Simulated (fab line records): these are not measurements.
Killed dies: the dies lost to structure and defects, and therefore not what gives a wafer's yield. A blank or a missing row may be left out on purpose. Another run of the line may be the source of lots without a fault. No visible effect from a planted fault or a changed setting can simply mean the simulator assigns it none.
Which of the tools did it? ; flow nandHarc ; 14 lots, 42 wafers sampled, at 5 steps of a route of 1302

== WHAT THE GAUGES SHOWED, per wafer ==
NHARC_HYBRID_BOND_OVL_MEAS_05.
lot;measured;on;overlayXNm (nm);overlayYNm (nm)
L360;day 24 02:52;overlay-01;-16 33 5;67 -56 -20
L361;day 23 12:44;overlay-02;18 -35 -63;-30 -3 41
L362;day 23 12:44;overlay-01;34 -49 17;11 28 10
L363;day 25 06:59;overlay-01;-2 7 -3;33 5 -3
L364;day 25 06:59;overlay-02;1 -21 -39;-39 44 -13
L365;day 26 02:23;overlay-02;-12 85 -8;0 29 -3
L366;day 25 07:00;overlay-01;-70 -34 -20;56 -20 -20
L370;day 27 14:47;overlay-01;8 -26 -7;29 3 -43
L375;day 29 05:03;overlay-01;45 -82 8;72 13 -24
L374;day 29 00:40;overlay-02;14 -10 -29;30 -11 -36
L378;day 31 01:02;overlay-01;44 17 -17;27 31 -14
L379;day 31 01:03;overlay-02;79 16 0;5 21 24
L381;day 32 09:04;overlay-02;-41 6 16;-17 -42 14
L383;day 33 11:22;overlay-02;29 -53 43;-24 -6 33

NHARC_END_SORT_01.
lot;measured;on;defectLimitedYield (%);killedAtArray;killedAtOther;killedAtPeriphery;killedDies;killedOpen;killedShort
L365;day 26 20:16;prober-01;83 77 82;83 74 52;1 1 1;31 81 67;115 156 120;3 4 4;8 1 1
L366;day 26 02:19;prober-02;79 79 84;68 63 75;0 1 3;73 77 30;141 141 108;4 1 5;2 1 3

== EACH LOT AND THE TOOL THAT RAN IT (in order: tool; ch and the chambers of the sampled wafers; start) ==
lot;NHARC_P_M1_STRIP_19;NHARC_THIN_TSV_DEP_43;NHARC_THIN_TSV_DEP_47
L360;wetBench-08 ch 1,5,6, day 6 20:37;pecvd-02 ch 0,1,2, day 24 06:19;pecvd-03 ch 1,2, day 24 08:56
L361;wetBench-08 ch 3,4,7, day 6 21:35;pecvd-03 ch 0,1,2, day 23 14:39;pecvd-04 ch 0,1,2, day 23 17:22
L362;wetBench-08 ch 1,3,7, day 7 01:07;pecvd-03 ch 1,2, day 23 15:53;pecvd-04 ch 0,1,2, day 23 18:36
L363;wetBench-08 ch 0,5,7, day 7 07:45;pecvd-04 ch 0,1,2, day 25 10:04;pecvd-04 ch 0,2, day 25 12:43
L364;wetBench-08 ch 1,3,7, day 7 21:42;pecvd-02 ch 0,1, day 25 08:55;pecvd-04 ch 0,2, day 25 11:38
L365;wetBench-08 ch 2,3,6, day 8 16:08;pecvd-04 ch 1,2, day 26 04:23;pecvd-03 ch 1,2, day 26 06:59
L366;wetBench-08 ch 1,3,4, day 8 17:03;pecvd-04 ch 0,2, day 25 11:16;pecvd-03 ch 1,2, day 25 14:04
L370;wetBench-10 ch 2,4,7, day 10 14:30;pecvd-03 ch 0,1,2, day 27 16:45;pecvd-02 ch 0,1,2, day 27 19:20
L375;wetBench-08 ch 1,2,6, day 12 05:29;pecvd-02 ch 0,1,2, day 29 07:01;pecvd-04 ch 0,1,2, day 29 09:32
L374;wetBench-08 ch 1,6,7, day 12 06:45;pecvd-04 ch 0,1,2, day 29 03:49;pecvd-04 ch 0,1,2, day 29 06:27
L378;wetBench-08 ch 0,1,6, day 13 17:45;pecvd-03 ch 1,2, day 31 03:01;pecvd-03 ch 1,2, day 31 05:40
L379;wetBench-08 ch 0,2,3, day 14 03:57;pecvd-04 ch 0,2, day 31 04:09;pecvd-02 ch 0,1, day 31 06:41
L381;wetBench-08 ch 3,4,5, day 14 15:01;pecvd-03 ch 1,2, day 32 12:13;pecvd-04 ch 0,1, day 32 14:55
L383;wetBench-08 ch 2,3,7, day 15 17:50;pecvd-03 ch 0,1,2, day 33 21:29;pecvd-02 ch 0,2, day 33 23:59
- NHARC_P_M1_STRIP_19: strips in post etch residue remover, time 600 s.
- NHARC_THIN_TSV_DEP_43: deposits SiO2, target thk 1328.5 nm.
- NHARC_THIN_TSV_DEP_47: deposits SiO2, target thk 200 nm.

== AS READ BY THE TOOLS THEMSELVES (means over the sampled wafers that have a number; for cases with no such wafer, the mark the record gives instead) ==
NHARC_THIN_TSV_DEP_43.
lot;tool;mfcPrecursorSccm (sccm);throttleValvePct (%)
L360;pecvd-02;161.2;16.1
L361;pecvd-03;161.2;15.2
L362;pecvd-03;161.3;15.5
L363;pecvd-04;161.5;16.2
L364;pecvd-02;161.5;15.7
L365;pecvd-04;161.1;16.7
L366;pecvd-04;160.9;15.9
L370;pecvd-03;161.3;15.2
L375;pecvd-02;161.3;16.1
L374;pecvd-04;161.7;16.0
L378;pecvd-03;160.8;16.1
L379;pecvd-04;161.7;15.8
L381;pecvd-03;161.3;15.2
L383;pecvd-03;161.2;15.3

NHARC_THIN_TSV_DEP_47.
lot;tool;mfcPrecursorSccm (sccm);throttleValvePct (%)
L360;pecvd-03;161.6;15.5
L361;pecvd-04;161.0;16.2
L362;pecvd-04;161.5;16.3
L363;pecvd-04;161.4;15.7
L364;pecvd-04;161.7;15.6
L365;pecvd-03;161.0;15.8
L366;pecvd-03;161.3;15.8
L370;pecvd-02;161.4;15.9
L375;pecvd-04;160.9;15.9
L374;pecvd-04;161.7;16.0
L378;pecvd-03;161.7;16.1
L379;pecvd-02;161.5;16.3
L381;pecvd-04;161.5;16.0
L383;pecvd-02;160.8;15.9

== THE ANSWER, worked out from the rows above alone ==
Rule: the usual values come from the lots themselves. Put in order of their means at a reading, lots are off if they are a third of the lots or fewer, leave a main group of 4 or more, and stand apart from it by a gap of 3 or more times the standard deviation of the main group's means; of several such gaps the widest counts. The tables above print the reading to a certain number of digits; a main group whose means all agree to those digits is not used. A lot without any number at a reading at which 4 lots or more have one is off too. The other lots that the step has rows for count as sound. After the gauges, taken in route order, come the tools' own readings; for these a lot's mean is taken, as printed above. At the first step where some lot is off, the reading lying furthest off is the one used; lots without a number count as furthest.
Across all readings shown, no lot is off: no conclusion can be drawn from this.

== WHAT WAS PUT IN BY THE SIMULATOR ==
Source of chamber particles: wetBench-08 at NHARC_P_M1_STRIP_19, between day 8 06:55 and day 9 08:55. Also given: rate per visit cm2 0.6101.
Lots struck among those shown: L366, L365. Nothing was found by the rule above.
